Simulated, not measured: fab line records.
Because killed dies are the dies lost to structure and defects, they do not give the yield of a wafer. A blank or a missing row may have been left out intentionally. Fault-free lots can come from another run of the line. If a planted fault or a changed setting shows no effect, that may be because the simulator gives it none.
Matching of chambers ; flow nandHarc ; rieDiel-13 running NHARC_P_M1_ETCH_35: 4 sister chambers
The step etches the open film in N2/H2, target depth 40 nm, overetch 12 nm, time 43.94 s. 16 wafers are shown with their chamber, then 8 later ones without.

== WAFERS PAIRED WITH THEIR CHAMBERS ==
wafer;chamber;showerheadPlenumPTorr (Torr);drypumpMotorCurrentA (A);rfVppV (V)
L686.1;2;1.90;5.59;426.7
L686.3;3;2.03;6.09;430.7
L686.4;1;2.14;5.60;432.1
L689.1;0;2.20;6.02;434.8
L689.2;2;1.90;5.62;427.5
L689.6;3;2.03;6.07;430.3
L691.2;2;1.90;5.61;425.1
L691.4;1;2.14;5.56;432.7
L691.6;3;2.03;6.06;430.1
L696.1;3;2.03;6.07;430.8
L696.4;1;2.14;5.61;432.9
L696.5;3;2.03;6.04;429.4
L699.1;0;2.19;6.01;435.7
L699.3;3;2.03;6.09;428.9
L699.6;3;2.03;6.07;430.7
L700.1;2;1.90;5.62;426.8

SIGNATURES (means of the wafers above)
reading;chamber 0;chamber 1;chamber 2;chamber 3;scatter within a chamber
showerheadPlenumPTorr;2.1950;2.1400;1.9000;2.0300;0.00204
drypumpMotorCurrentA;6.0150;5.5900;5.6100;6.0700;0.0179
rfVppV;435.250;432.567;426.525;430.129;0.764
Rule: distance of a wafer from a chamber = root of the sum over the readings of ((wafer's reading minus chamber's mean) / reading's scatter) squared. The wafer belongs to the nearest chamber; if the next one is less than 2 further off, it can't be placed. How the scatter is found: for the shown wafers, subtract from each reading the mean of its chamber, square and add these, divide the total by (wafers less chambers), then take the root.

== WAFERS WITH NO CHAMBER GIVEN ==
wafer;showerheadPlenumPTorr (Torr);drypumpMotorCurrentA (A);rfVppV (V)
L700.3;2.19;6.03;434.5
L700.6;1.90;5.62;426.5
L704.3;2.19;6.00;434.0
L704.5;2.03;6.05;429.6
L704.6;1.90;5.60;425.0
L707.4;2.19;6.00;435.6
L707.5;1.90;5.61;427.2
L707.6;2.03;6.07;429.6

== EACH ONE'S CHAMBER ==
wafer;from the rows above;in truth
L700.3;0;0
L700.6;2;2
L704.3;0;0
L704.5;3;3
L704.6;2;2
L707.4;0;0
L707.5;2;2
L707.6;3;3
Correctly placed: 8 of 8. From these rows, 0 cannot be placed. Wrongly placed: 0.
